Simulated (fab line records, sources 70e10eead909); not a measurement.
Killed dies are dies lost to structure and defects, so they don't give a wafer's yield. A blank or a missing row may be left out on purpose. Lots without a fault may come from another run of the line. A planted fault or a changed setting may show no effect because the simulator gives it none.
Which tool did it? | flow nand_harc | 11 lots, 33 wafers sampled, at 4 steps of a route of 1302

WHAT THE GAUGES READ, wafer by wafer
The record holds no reading of a measuring or inspecting step that can be judged against a usual standard deviation.

WHICH TOOL RAN EACH LOT (tool, then ch and the chambers of the sampled wafers, then the start)
lot  | NHARC_A_WL_FILL_ETCHBACK_16                   | NHARC_A_WL_FILL_CMP_12        | NHARC_A_CONTACT_ETCH_49            | NHARC_A_CONTACT_ETCH_96
L983 | rie_diel-11 ch 0,2,3, day 22 04:20 or earlier | cmp-01 ch 0,1,2, day 22 04:20 | rie_diel-13 ch 0,1,3, day 22 11:07 | rie_diel-03 ch 2,3, no start
L982 | rie_diel-11 ch 0,1,2, day 22 04:16 or earlier | cmp-04 ch 0,2,3, day 22 04:16 | rie_diel-09 ch 0,1,2, day 22 10:48 | rie_diel-09 ch 1,3, no start
L987 | rie_diel-11 ch 0,2,3, day 24 01:45 or earlier | cmp-01 ch 0,3, day 24 01:45   | rie_diel-03 ch 0,1,2, day 24 08:50 | rie_diel-09 ch 0,1,2, no start
L991 | rie_diel-12 ch 0,2,3, day 26 01:24 or earlier | cmp-02 ch 1,2,3, day 26 01:24 | rie_diel-03 ch 0,2,3, day 26 08:32 | rie_diel-13 ch 0,1,3, no start
L990 | rie_diel-10 ch 2,3, day 26 01:32 or earlier   | cmp-01 ch 1,3, day 26 01:32   | rie_diel-03 ch 0,1,3, day 26 10:00 | rie_diel-09 ch 0,3, day 26 15:01
L994 | rie_diel-12 ch 1,2,3, day 27 18:37 or earlier | cmp-02 ch 2,3, day 27 18:37   | rie_diel-03 ch 0,1,2, day 28 01:17 | rie_diel-13 ch 0,1,2, no start
L998 | rie_diel-12 ch 0,2, day 28 13:04 or earlier   | cmp-04 ch 0,3, day 28 13:04   | rie_diel-09 ch 1,2, day 28 20:07   | rie_diel-09 ch 1,2, day 29 01:20
L999 | rie_diel-11 ch 1,2,3, day 29 23:41 or earlier | cmp-01 ch 0,1,2, day 29 23:41 | rie_diel-03 ch 0,3, day 30 06:01   | rie_diel-03 ch 0,1,2, no start
L100 | rie_diel-10 ch 0,1,3, day 30 09:53 or earlier | cmp-01 ch 0,2,3, day 30 09:53 | rie_diel-03 ch 0,2,3, day 30 16:41 | rie_diel-13 ch 1,2, day 30 21:58
L102 | rie_diel-11 ch 0,1,3, day 30 20:44 or earlier | cmp-01 ch 1,2, day 30 20:44   | rie_diel-09 ch 0,2, day 31 03:14   | rie_diel-03 ch 1,2,3, no start
L101 | rie_diel-12 ch 0,2, day 31 11:41 or earlier   | cmp-01 ch 1,2,3, day 31 11:41 | rie_diel-03 ch 0,3, day 31 18:10   | rie_diel-03 ch 1,3, no start
- NHARC_A_WL_FILL_ETCHBACK_16: etches the open film in C4F8/O2/Ar, target depth 120 nm, time 24 s.
- NHARC_A_WL_FILL_CMP_12: polishes, t overpolish 30 s, target thk 100 nm.
- NHARC_A_CONTACT_ETCH_49: etches the open film in N2/H2, target depth 260 nm, time 475.3 s.
- NHARC_A_CONTACT_ETCH_96: etches the open film in C4F6/O2, target depth 20 nm, time 10 s.

WHAT THE TOOLS THEMSELVES READ (means of the sampled wafers that have a number; where no wafer has one, the mark that the record gives instead)
NHARC_A_WL_FILL_ETCHBACK_16. Usual: oes_product_au 0.990 a.u., standard deviation 0.028; rf_vpp_V 725 V, standard deviation 4.1.
lot  | tool        | oes_product_au (a.u.) | rf_vpp_V (V) | flag
L983 | rie_diel-11 | 0.994                 | 729          |
L982 | rie_diel-11 | 0.998                 | 727          |
L987 | rie_diel-11 | 0.961                 | 729          |
L991 | rie_diel-12 | 1.013                 | 721          |
L990 | rie_diel-10 | 0.910                 | 725          |
L994 | rie_diel-12 | 1.004                 | 723          |
L998 | rie_diel-12 | 1.007                 | 720          |
L999 | rie_diel-11 | 0.998                 | 728          |
L100 | rie_diel-10 | 1.003                 | 724          |
L102 | rie_diel-11 | 1.001                 | 728          |
L101 | rie_diel-12 | 1.002                 | 722          |

NHARC_A_WL_FILL_CMP_12. Usual: motor_current_A 11.4 A, standard deviation 0.72; overpolish_run_s 30.000 s, standard deviation 0.0086; time_to_endpoint_s 20.1 s, standard deviation 2.3.
lot  | tool   | motor_current_A (A) | overpolish_run_s (s) | time_to_endpoint_s (s) | flag
L983 | cmp-01 | 11.2                | 29.992               | 16.4                   |
L982 | cmp-04 | 12.4                | 30.000               | 21.0                   |
L987 | cmp-01 | 10.8                | 29.996               | 17.7                   |
L991 | cmp-02 | 11.4                | 29.996               | 19.8                   |
L990 | cmp-01 | 11.8                | 29.997               | 20.5                   |
L994 | cmp-02 | 11.1                | 30.000               | 21.7                   |
L998 | cmp-04 | 11.6                | 30.001               | 20.7                   |
L999 | cmp-01 | 10.7                | 29.995               | 19.5                   |
L100 | cmp-01 | 11.2                | 30.004               | 17.6                   |
L102 | cmp-01 | 11.1                | 30.001               | 17.0                   |
L101 | cmp-01 | 11.4                | 30.003               | 17.9                   |

NHARC_A_CONTACT_ETCH_49. Usual: drypump_motor_current_A 5.7 A, standard deviation 0.41; mfc_ar_sccm 0.012 sccm, standard deviation 0.0093; oes_product_au 1.000 a.u., standard deviation 0.011; rf_vpp_V 431 V, standard deviation 3.1; run_length_s 496.6 s, standard deviation 0.47; showerhead_plenum_p_Torr 2.04 Torr, standard deviation 0.11; throttle_valve_pct 14.173 %, standard deviation 0.0089.
lot  | tool        | drypump_motor_current_A (A) | mfc_ar_sccm (sccm) | oes_product_au (a.u.) | rf_vpp_V (V) | run_length_s (s) | showerhead_plenum_p_Torr (Torr) | throttle_valve_pct (%) | flag
L983 | rie_diel-13 | 5.6                         | 0.018              | 0.992                 | 430          | 496.3            | 2.05                            | 14.170                 |
L982 | rie_diel-09 | 5.6                         | 0.008              | 1.010                 | 432          | 497.0            | 2.08                            | 14.172                 |
L987 | rie_diel-03 | 5.9                         | 0.013              | 1.002                 | 428          | 496.5            | 2.00                            | 14.180                 |
L991 | rie_diel-03 | 5.9                         | 0.009              | 1.003                 | 428          | 496.5            | 1.94                            | 14.166                 |
L990 | rie_diel-03 | 5.8                         | 0.007              | 0.998                 | 427          | 506.5            | 1.94                            | 14.170                 | OFF
L994 | rie_diel-03 | 5.9                         | 0.013              | 0.996                 | 432          | 506.2            | 2.11                            | 14.174                 | OFF
L998 | rie_diel-09 | 6.1                         | 0.013              | 0.997                 | 431          | 496.5            | 2.05                            | 14.178                 |
L999 | rie_diel-03 | 5.8                         | 0.003              | 1.002                 | 429          | 496.6            | 1.98                            | 14.167                 |
L100 | rie_diel-03 | 5.9                         | 0.009              | 1.004                 | 431          | 496.6            | 2.04                            | 14.164                 |
L102 | rie_diel-09 | 5.4                         | 0.010              | 0.999                 | 429          | 497.2            | 2.00                            | 14.175                 |
L101 | rie_diel-03 | 5.8                         | 0.003              | 1.006                 | 429          | 496.6            | 1.98                            | 14.183                 |

NHARC_A_CONTACT_ETCH_96. Usual: drypump_motor_current_A 5.8 A, standard deviation 0.41; mfc_ar_sccm 499.9 sccm, standard deviation 1.5; o2_flow_sccm 20.00 sccm, standard deviation 0.061; oes_product_au 0.969 a.u., standard deviation 0.025; rf_vpp_V 547 V, standard deviation 3.8; run_length_s 31.1 s, standard deviation 0.37; showerhead_plenum_p_Torr 3.91 Torr, standard deviation 0.18; throttle_valve_pct 26.903 %, standard deviation 0.0093.
lot  | tool        | drypump_motor_current_A (A) | mfc_ar_sccm (sccm) | o2_flow_sccm (sccm) | oes_product_au (a.u.) | rf_vpp_V (V) | run_length_s (s) | showerhead_plenum_p_Torr (Torr) | throttle_valve_pct (%) | flag
L983 | rie_diel-03 | 6.0                         | 499.9              | 19.97               | 0.998                 | 546          | 31.3             | 3.86                            | 26.902                 |
L982 | rie_diel-09 | 5.9                         | 499.5              | 20.00               | 0.967                 | 552          | 31.1             | 4.20                            | 26.897                 |
L987 | rie_diel-09 | 5.6                         | 499.4              | 20.01               | 0.948                 | 547          | 31.5             | 3.98                            | 26.903                 |
L991 | rie_diel-13 | 5.6                         | 499.4              | 20.02               | 0.993                 | 547          | 31.0             | 3.91                            | 26.909                 |
L990 | rie_diel-09 | 5.6                         | 499.5              | 20.01               | 0.963                 | 550          | 30.9             | 4.09                            | 26.903                 |
L994 | rie_diel-13 | 5.2                         | 498.3              | 20.00               | 0.953                 | 549          | 30.8             | 4.01                            | 26.900                 |
L998 | rie_diel-09 | 5.9                         | 499.6              | 19.97               | 0.954                 | 550          | 31.2             | 4.05                            | 26.904                 |
L999 | rie_diel-03 | 5.9                         | 501.0              | 20.01               | 0.943                 | 550          | 30.9             | 4.04                            | 26.911                 |
L100 | rie_diel-13 | 5.2                         | 498.1              | 19.98               | 0.999                 | 548          | 31.2             | 3.97                            | 26.904                 |
L102 | rie_diel-03 | 5.8                         | 499.3              | 20.00               | 1.003                 | 544          | 31.1             | 3.84                            | 26.908                 |
L101 | rie_diel-03 | 5.7                         | 499.2              | 19.96               | 0.945                 | 543          | 31.2             | 3.74                            | 26.902                 |

THE ANSWER, worked out from the rows above alone
Rule: a lot is off if the mean of its wafers that have a number lies more than 3 standard deviations from the usual mean. A lot without any number at a reading at which 4 lots or more have one is off too. The other lots that the step has rows for count as sound. The gauges are gone through in route order, then the tools' own readings, and for those a lot's mean is taken as printed above. The first step at which some lot is off is used, and at that step the reading that is off furthest; a lot without a number counts as furthest.
Off: L990, L994, at NHARC_A_CONTACT_ETCH_49 (run_length_s).
A tool fits if, at that step or a process step before it, it ran every lot that is off, and no sound lot after the first of them. NHARC_A_WL_FILL_ETCHBACK_16 gives no start for some lots, so the hours and the order of its lots are those of NHARC_A_WL_FILL_CMP_12. None of those tried fits.

WHAT THE SIMULATOR HAD PUT IN
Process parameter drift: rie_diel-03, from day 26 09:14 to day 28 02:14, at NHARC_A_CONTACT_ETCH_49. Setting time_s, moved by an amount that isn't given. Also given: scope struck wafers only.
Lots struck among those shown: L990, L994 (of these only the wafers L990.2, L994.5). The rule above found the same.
